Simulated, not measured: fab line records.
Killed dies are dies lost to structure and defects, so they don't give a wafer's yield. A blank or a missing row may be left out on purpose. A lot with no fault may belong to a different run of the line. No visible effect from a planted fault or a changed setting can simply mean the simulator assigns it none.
fab line records + flow nand_harc
record
- lots=10
- wafers=30
- last_day=24
route steps=1159 shown A_CONTACT@946 A_M0@1002
lots with no fault: from the same line, run without faults
start_h: hours from the record's opening day to when the first of the lot's shown wafers began + wait_h: how many hours have passed since the lot's step before this one + " the same as in the row above + L1.1+2: a single row standing in for several wafers + - value missing, or start not given + * or withheld: withheld + < > ~ a bound
route shown NAME@n: a module of which the file shows steps, and the number in the route of the first + usual: the fault-free wafers' mean and standard deviation + same: alike in all rows + chamber/n: place in a boat + sites: the reading at each site + _std_site: their standard deviation + _edge_site: mean of outer sites minus mean of inner sites + radius_mm: how far each site lies from the wafer's centre + mask NAME#n: copy n + behind: the tool/chamber that last shaped the wafer + hold: the reason the lot was held/the length of the hold in hours/how it ended + device: whichever transistor did not switch (one of n, p or np) + end of line: at the end of the route, the tests of the same wafers + a step without rows: its recipe alone + killed: count of dies lost to structure and defects at first sort (not the wafer's yield) + map: the dies of a wafer, with x for killed, . for not killed, _ for no die there
set.NAME: setting as actually run; set.NAME@STEP: the setting as run at that earlier step + model.NAME: the simulator's own value behind a step, which no gauge read
a sample of lots followed through the steps of the route, with each step as a table and each wafer as a row
services: from which hour (start_h, from the record's first day; less than 0 if before it) a tool's chamber was out of use, for how many hours, and why
## steps
# step NHARC_A_CONTACT_ETCH_137
# recipe
- source_w=withheld
- pressure_mtorr=20
- bias_v=3000
- time_s=132
- target_depth_a=12870
- ar_flow_sccm=withheld
- c4f8_flow_sccm=withheld
- o2_flow_sccm=withheld
- chemistry=C4F8/O2/Ar
| lot.wafer | tool            | chamber | start_h | wait_h | rf_hours_counter_h |
|-----------|-----------------|---------|---------|--------|--------------------|
| L866.1    | har_cap_etch-02 | 0       | 388.40  | 0.1    | 14                 |
| L866.3    | "               | 1       | "       | "      | -                  |
| L866.5    | "               | 0       | "       | "      | -                  |
| L865.2    | har_cap_etch-01 | 0       | 388.57  | 0.1    | 60                 |
| L865.1    | "               | 1       | "       | "      | 60                 |
| L865.6    | "               | 1       | "       | "      | -                  |
| L867.2    | har_cap_etch-01 | 0       | 402.25  | 0.1    | 62                 |
| L867.3    | "               | 0       | "       | "      | -                  |
| L867.5    | "               | 1       | "       | "      | -                  |
| L869.2    | har_cap_etch-02 | 1       | 414.65  | 0.1    | 18                 |
| L869.5    | "               | 1       | "       | "      | -                  |
| L869.6    | "               | 0       | "       | "      | -                  |
| L878.2    | har_cap_etch-02 | 0       | 465.54  | 0.1    | 26                 |
| L878.1    | "               | 1       | "       | "      | 26                 |
| L878.3    | "               | 0       | "       | "      | -                  |
| L877.2    | har_cap_etch-02 | 0       | 467.57  | 0.1    | 27                 |
| L877.4    | "               | 1       | "       | "      | -                  |
| L877.5    | "               | 0       | "       | "      | -                  |
| L879.2    | har_cap_etch-03 | 0       | 479.50  | 0.1    | 101                |
| L879.4    | "               | 0       | "       | "      | -                  |
| L879.5    | "               | 0       | "       | "      | -                  |
| L882.2    | har_cap_etch-02 | 0       | 494.07  | 0.1    | 31                 |
| L882.1    | "               | 1       | "       | "      | 31                 |
| L882.5    | "               | 1       | "       | "      | -                  |
| L886.2    | har_cap_etch-01 | 0       | 518.56  | 0.1    | 84                 |
| L886.5    | "               | 0       | "       | "      | -                  |
| L886.6    | "               | 1       | "       | "      | -                  |
| L888.1    | har_cap_etch-02 | 0       | 530.97  | 0.1    | 38                 |
| L888.2    | "               | 1       | "       | "      | 38                 |
| L888.5    | "               | 0       | "       | "      | -                  |
# step NHARC_A_CONTACT_ETCH_139
# recipe
- source_w=withheld
- pressure_mtorr=20
- bias_v=400
- time_s=137
- target_depth_a=5900
- ar_flow_sccm=withheld
- c4f8_flow_sccm=11.5
- o2_flow_sccm=7.2
- chemistry=C4F8/O2/Ar
| lot.wafer | tool            | chamber | start_h | wait_h | rf_hours_counter_h |
|-----------|-----------------|---------|---------|--------|--------------------|
| L866.1    | har_cap_etch-02 | 0       | 388.64  | 0.1    | 15                 |
| L866.3    | "               | 1       | "       | "      | -                  |
| L866.5    | "               | 0       | "       | "      | -                  |
| L865.2    | har_cap_etch-01 | 0       | 388.82  | 0.1    | 60                 |
| L865.1    | "               | 1       | "       | "      | 60                 |
| L865.6    | "               | 1       | "       | "      | -                  |
| L867.2    | har_cap_etch-01 | 0       | 402.51  | 0.1    | 62                 |
| L867.3    | "               | 0       | "       | "      | -                  |
| L867.5    | "               | 1       | "       | "      | -                  |
| L869.2    | har_cap_etch-02 | 1       | 414.89  | 0.1    | 18                 |
| L869.5    | "               | 1       | "       | "      | -                  |
| L869.6    | "               | 0       | "       | "      | -                  |
| L878.2    | har_cap_etch-02 | 0       | 465.78  | 0.1    | 26                 |
| L878.1    | "               | 1       | "       | "      | 26                 |
| L878.3    | "               | 0       | "       | "      | -                  |
| L877.2    | har_cap_etch-02 | 0       | 467.83  | 0.1    | 27                 |
| L877.4    | "               | 1       | "       | "      | -                  |
| L877.5    | "               | 0       | "       | "      | -                  |
| L879.2    | har_cap_etch-03 | 0       | 479.76  | 0.1    | 101                |
| L879.4    | "               | 0       | "       | "      | -                  |
| L879.5    | "               | 0       | "       | "      | -                  |
| L882.2    | har_cap_etch-02 | 0       | 494.31  | 0.1    | 31                 |
| L882.1    | "               | 1       | "       | "      | 31                 |
| L882.5    | "               | 1       | "       | "      | -                  |
| L886.2    | har_cap_etch-01 | 0       | 518.81  | 0.1    | 84                 |
| L886.5    | "               | 0       | "       | "      | -                  |
| L886.6    | "               | 1       | "       | "      | -                  |
| L888.1    | har_cap_etch-02 | 0       | 531.21  | 0.1    | 39                 |
| L888.2    | "               | 1       | "       | "      | 39                 |
| L888.5    | "               | 0       | "       | "      | -                  |
# step NHARC_A_M0_PEB_07
# recipe
- peb_temp_c=100
- peb_time_s=65
# usual
- heater_power_total_W=156.6/0.41
- plate_temp_C=100.01/0.15
| lot.wafer | tool           | chamber | start_h | wait_h | heater_power_total_W | plate_temp_C |
|-----------|----------------|---------|---------|--------|----------------------|--------------|
| L866.1    | litho_track-04 | 0       | 404.92  | 0.1    | 155.9                | 99.95        |
| L866.3    | "              | 0       | "       | "      | 156.1                | 100.00       |
| L866.5    | "              | 0       | "       | "      | 156.3                | 100.02       |
| L865.1    | litho_track-01 | 0       | 405.50  | 0.1    | 156.9                | 100.19       |
| L865.2    | "              | 0       | "       | "      | 156.2                | 100.36       |
| L865.6    | "              | 0       | "       | "      | 156.8                | 100.28       |
| L867.2    | litho_track-04 | 0       | 414.30  | 0.1    | 156.6                | 100.11       |
| L867.3    | "              | 0       | "       | "      | 156.2                | 99.91        |
| L867.5    | "              | 0       | "       | "      | 157.0                | 100.22       |
| L869.2    | litho_track-06 | 0       | 422.82  | 0.1    | 156.8                | 100.09       |
| L869.5    | "              | 0       | "       | "      | 156.0                | 99.98        |
| L869.6    | "              | 0       | "       | "      | 156.1                | 100.05       |
| L878.1    | litho_track-04 | 0       | 477.84  | 0.1    | 180.6                | 111.23       |
| L878.2    | "              | 0       | "       | "      | 181.4                | 111.29       |
| L878.3    | "              | 0       | "       | "      | 181.0                | 111.20       |
| L877.2    | litho_track-04 | 0       | 478.46  | 0.1    | 181.6                | 111.38       |
| L877.4    | "              | 0       | "       | "      | 181.6                | 111.28       |
| L877.5    | "              | 0       | "       | "      | 181.4                | 111.30       |
| L879.2    | litho_track-06 | 0       | 500.43  | 0.1    | 156.4                | 99.55        |
| L879.4    | "              | 0       | "       | "      | 156.8                | 99.82        |
| L879.5    | "              | 0       | "       | "      | 157.0                | 99.78        |
| L882.1    | litho_track-06 | 0       | 513.43  | 0.1    | 156.5                | 100.09       |
| L882.2    | "              | 0       | "       | "      | 156.6                | 99.96        |
| L882.5    | "              | 0       | "       | "      | 156.4                | 100.04       |
| L886.2    | litho_track-01 | 0       | 527.50  | 0.1    | 156.0                | 99.90        |
| L886.5    | "              | 0       | "       | "      | 157.1                | 100.08       |
| L886.6    | "              | 0       | "       | "      | 155.9                | 100.01       |
| L888.1    | litho_track-06 | 0       | 539.22  | 0.1    | 157.2                | 100.03       |
| L888.2    | "              | 0       | "       | "      | 156.8                | 99.97        |
| L888.5    | "              | 0       | "       | "      | 156.1                | 100.07       |
# step NHARC_A_M0_CD_MEAS_09
# recipe
- target_cd_nm=80
- landing_energy_ev=500
# usual
- cd_nm=80.3/0.79
| lot.wafer | tool      | chamber | start_h | wait_h | cd_nm |
|-----------|-----------|---------|---------|--------|-------|
| L866.1    | cd_sem-03 | 0       | 405.00  | -      | 79.2  |
| L866.3    | "         | 0       | "       | "      | 79.1  |
| L866.5    | "         | 0       | "       | "      | 80.5  |
| L865.1    | cd_sem-02 | 0       | 405.58  | -      | 80.2  |
| L865.2    | "         | 0       | "       | "      | 80.4  |
| L865.6    | "         | 0       | "       | "      | 81.0  |
| L867.2    | cd_sem-01 | 0       | 414.38  | -      | 81.1  |
| L867.3    | "         | 0       | "       | "      | 79.7  |
| L867.5    | "         | 0       | "       | "      | 81.0  |
| L869.2    | cd_sem-01 | 0       | 422.90  | -      | 81.3  |
| L869.5    | "         | 0       | "       | "      | 80.1  |
| L869.6    | "         | 0       | "       | "      | 80.2  |
| L878.1    | cd_sem-02 | 0       | 477.91  | -      | 113.1 |
| L878.2    | "         | 0       | "       | "      | 113.7 |
| L878.3    | "         | 0       | "       | "      | 114.0 |
| L877.2    | cd_sem-03 | 0       | 478.54  | -      | 113.7 |
| L877.4    | "         | 0       | "       | "      | 112.7 |
| L877.5    | "         | 0       | "       | "      | 113.6 |
| L879.2    | cd_sem-02 | 0       | 500.51  | -      | 81.5  |
| L879.4    | "         | 0       | "       | "      | 80.2  |
| L879.5    | "         | 0       | "       | "      | 81.1  |
| L882.1    | cd_sem-01 | 0       | 513.51  | -      | 81.1  |
| L882.2    | "         | 0       | "       | "      | 81.6  |
| L882.5    | "         | 0       | "       | "      | 81.5  |
| L886.2    | cd_sem-01 | 0       | 527.58  | -      | 80.4  |
| L886.5    | "         | 0       | "       | "      | 81.3  |
| L886.6    | "         | 0       | "       | "      | 80.9  |
| L888.1    | cd_sem-01 | 0       | 539.30  | -      | 83.1  |
| L888.2    | "         | 0       | "       | "      | 80.2  |
| L888.5    | "         | 0       | "       | "      | 81.0  |
## services
| tool           | chamber | start_h | hours | kind |
|----------------|---------|---------|-------|------|
| litho_track-01 | -       | 443.00  | 7.0   | pm   |
| litho_track-06 | -       | 467.00  | 7.0   | pm   |
| litho_track-04 | -       | 491.00  | 7.0   | pm   |
## key
first_sign
- step=NHARC_A_M0_PEB_07
- reading=plate_temp_C
- direction=up
- sigmas=73
- usual=*
- struck=*
effect
- step=NHARC_A_M0_PEB_07
- reading=heater_power_total_W
- direction=up
- sigmas=60
- usual=*
- struck=*
effect
- step=NHARC_A_M0_CD_MEAS_09
- reading=cd_nm
- direction=up
- sigmas=42
- usual=80.3
- struck=113.5
met_at NHARC_A_M0_PEB_07
struck_lots L877,L878
later_rows_left_out L877.2,L877.4,L877.5,L878.1,L878.2,L878.3
sort_left_out L877.2,L877.4,L877.5,L878.1,L878.2,L878.3
not_acting_at NHARC_A_CONTACT_ETCH_137,NHARC_A_CONTACT_ETCH_139
onset_between 414.30 477.84
fault
- kind=process_parameter_drift
- tool=litho_track-04
- chamber=-
- onset_h=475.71
- steps=NHARC_A_M0_PEB_07
- channel=peb_temp_c
- offset=*
- shape=step
- end_h=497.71
- acts_in=*
- stated=*
# sort_left_out: the simulated sort isn't trusted on such a fault, so these wafers' sort isn't shown, and their yield isn't known
# later_rows_left_out: the simulator's readings of these wafers behind a module that went badly wrong aren't trusted and aren't shown, but for the sort
